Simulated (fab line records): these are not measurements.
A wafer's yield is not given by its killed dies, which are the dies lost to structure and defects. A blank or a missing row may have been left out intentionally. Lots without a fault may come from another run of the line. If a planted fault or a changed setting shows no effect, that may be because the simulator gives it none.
A lot that was struck, set against a sound lot :: flow n5 finfet :: 15 steps out of a route of 1938
Sound: the wafers L892.3, L892.4, L892.5. Struck: wafer L899.3. (L899.1 of the same lot was not struck and is left out.) The cause comes at the end.
Order at every step that has rows: each side's tool, ch and its chambers, its first start. Under that, the readings that differ: sound wafers :: struck wafers :: difference of the means :: sigmas: that difference in standard deviations of wafers without a fault.
alike: a reading whose means differ by less than 2 such deviations, as well as words and numbers matching on both sides. not compared: withheld readings; readings where some wafer has no value; bounds like >300 that might hide an equal value; numbers whose values overlap and for which the record gives no deviation.
The two part at a step that has a row with sigmas, a row that says differs or no value, or rows on one side only. When numbers do not overlap yet have no deviation, they are printed without sigmas and do not part them. Lack of a reading on every wafer of one side parts them only where that side has two or more wafers.

first, 2 steps without rows for these wafers: N5_PASSIVATION_DEVELOP_29 (develop time 60 s); N5_PASSIVATION_HARDBAKE_31 (time 120 s).
N5_PASSIVATION_CD_MEAS_30 targets a cd of 4000 nm.
  sound on cd sem-02 ch 0, day 14 05:48; struck on cd sem-02 ch 0, day 16 11:06
  alike: cd nm
N5_PASSIVATION_OVL_MEAS_63:
  sound on overlay-01 ch 0, day 14 05:50; struck on overlay-01 ch 0, day 16 11:08
  alike: PAD_OVL
N5_PASSIVATION_INSPECT_64: inspects for defects (macro).
  sound on defect inspect-01 at day 14 05:51; struck on defect inspect-01 at day 16 11:10
  alike: raw defect count
N5_PASSIVATION_DESCUM_32: chemistry O2, time 7.9 s.
  sound on rie diel-02 ch 0,2,3, day 14 05:53; struck on rie diel-02 ch 3, day 16 11:11
  alike: drypump motor current A, oes product au, rf vpp V, showerhead plenum p Torr, throttle valve pct
  not compared: rf hours counter h
N5_PASSIVATION_AL_ETCH_33: etches Al in Cl2/BCl3, stops on TaN, target depth 2800 nm, time 466.7 s.
  sound on rie metal-03 ch 0,1, day 14 06:07; struck on rie metal-03 ch 1, day 16 11:17
  alike: drypump motor current A, oes product au, throttle valve pct
  not compared: rf hours counter h
N5_PASSIVATION_ETCH_59: etches TaN in Cl2/BCl3, target depth 65 nm, time 34.9 s.
  sound on rie metal-03 ch 0,1, day 14 06:25; struck on rie metal-03 ch 1, day 16 11:41
  alike: drypump motor current A, oes product au, throttle valve pct
  not compared: rf hours counter h
N5_PASSIVATION_STRIP_34: strips in O2.
  sound on rie diel-04 ch 0,3, day 14 06:29; struck on rie diel-05 ch 1, day 16 11:48
reading: drypump motor current A (A)
sound: 5.7 5.6 5.6
struck: 6.5
difference: +0.9
sigmas: +2
  alike: oes product au, rf vpp V, showerhead plenum p Torr, throttle valve pct
  not compared: rf hours counter h
then, 3 steps without rows for these wafers: N5_PASSIVATION_STRIP_51 (strips in post etch residue remover, time 1200 s); N5_PASSIVATION_CLEAN_69 (cleans in IPA, time 180 s); N5_PASSIVATION_SRD_70 (time 30 s).
N5_PASSIVATION_PECVD_53: deposits SiO2 from TEOS/O2, target thk 800 nm, time 169.4 s.
  sound on pecvd-02 ch 0,2, day 14 07:02; struck on pecvd-02 ch 1, day 16 12:18
reading: run length s (s)
sound: 197.6 198.0 197.2
struck: 108.5
difference: -89.1
sigmas: -99 or more

reading: model.SiO2_of_PASSIVATION_PECVD_53.thk nm (nm)
sound: 800 814.8 791
struck: 383.8
difference: -418.1
sigmas: 
  not compared: since wet clean h
N5_PASSIVATION_PECVD_35: deposits SiNx from SiH4/NH3/N2, target thk 700 nm, time 151.3 s.
  sound on pecvd-02 ch 0,2, day 14 07:08; struck on pecvd-02 ch 1, day 16 12:25
  alike: heater power w, run length s, showerhead plenum p Torr, showerhead vpp V, throttle valve pct
  not compared: since wet clean h
then, 1 step without rows for these wafers: N5_PASSIVATION_PROBE_49.

## WHERE THEY PART
First at N5_PASSIVATION_STRIP_34; last, within this record, at N5_PASSIVATION_PECVD_53. Later steps at which nothing parts them and some readings are alike: N5_PASSIVATION_PECVD_35.

WHY: what the simulator had put in
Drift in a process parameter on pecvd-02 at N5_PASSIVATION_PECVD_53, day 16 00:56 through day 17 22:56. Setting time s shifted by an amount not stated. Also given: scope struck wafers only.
